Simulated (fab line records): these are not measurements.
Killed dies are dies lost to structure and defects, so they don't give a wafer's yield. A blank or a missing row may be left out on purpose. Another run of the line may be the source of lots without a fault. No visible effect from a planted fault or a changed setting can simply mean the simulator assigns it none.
Which of the tools did it? | flow nand harc | 6 lots, 18 wafers sampled, at 2 steps of a route of 1302

WHAT THE GAUGES READ, wafer by wafer
NHARC_A_CHANNEL_HOLE_D2_INSPECT_40.
lot  | measured     | on                | raw defect count
L360 | day 13 21:17 | defect inspect-02 | 206 177 217
L362 | day 14 12:26 | defect inspect-02 | 467 325 244
L364 | day 15 08:55 | defect inspect-01 | 165 170 280
L367 | day 16 22:20 | defect inspect-02 | 339 274 267
L370 | day 18 09:15 | defect inspect-02 | 304 279 337
L379 | day 22 03:47 | defect inspect-01 | 733 688 686 725 682 696

EACH LOT AND THE TOOL THAT RAN IT (in order: tool; ch and the chambers of the sampled wafers; start)
lot  | NHARC_A_CHANNEL_HOLE_D2_STRIP_42
L360 | rie diel-05 ch 0,1,2, day 13 20:11
L362 | rie diel-06 ch 0,1,2, day 14 11:20
L364 | rie diel-05 ch 0,2,3, day 15 07:49
L367 | rie diel-06 ch 1,2, day 16 21:05
L370 | rie diel-05 ch 0,3, day 18 08:08
L379 | rie diel-09 ch 0,1, day 22 02:40
- NHARC_A_CHANNEL_HOLE_D2_STRIP_42: strips in CF4/CHF3.

THE ANSWER, worked out from the rows above alone
Rule: usual is defined by the lots themselves. The widest of any qualifying gaps counts: lots, ordered by their means at a reading, are off when they make up no more than a third of the lots, leave a main group of 4 or more, and stand apart from it by 3 or more times the standard deviation of that group's means. If all means in a main group match to the digits the tables above print for the reading, that group is not used. Also off: a lot with no number at a reading for which 4 or more lots have one. Where the step has rows for the other lots, those lots are counted as sound.
Off at NHARC_A_CHANNEL_HOLE_D2_INSPECT_40 (raw defect count): L379. Main group: mean 270, sd 58.
A tool fits if, at a process step before that reading, it ran every lot that is off, and no sound lot after the first of them. The gauges at NHARC_A_CHANNEL_HOLE_D2_INSPECT_40 are tried like those tools. 2 tools fit, rie diel-09 at NHARC_A_CHANNEL_HOLE_D2_STRIP_42 and defect inspect-01 at NHARC_A_CHANNEL_HOLE_D2_INSPECT_40, so this cannot tell which one it is.

WHAT HAD BEEN PUT IN BY THE SIMULATOR
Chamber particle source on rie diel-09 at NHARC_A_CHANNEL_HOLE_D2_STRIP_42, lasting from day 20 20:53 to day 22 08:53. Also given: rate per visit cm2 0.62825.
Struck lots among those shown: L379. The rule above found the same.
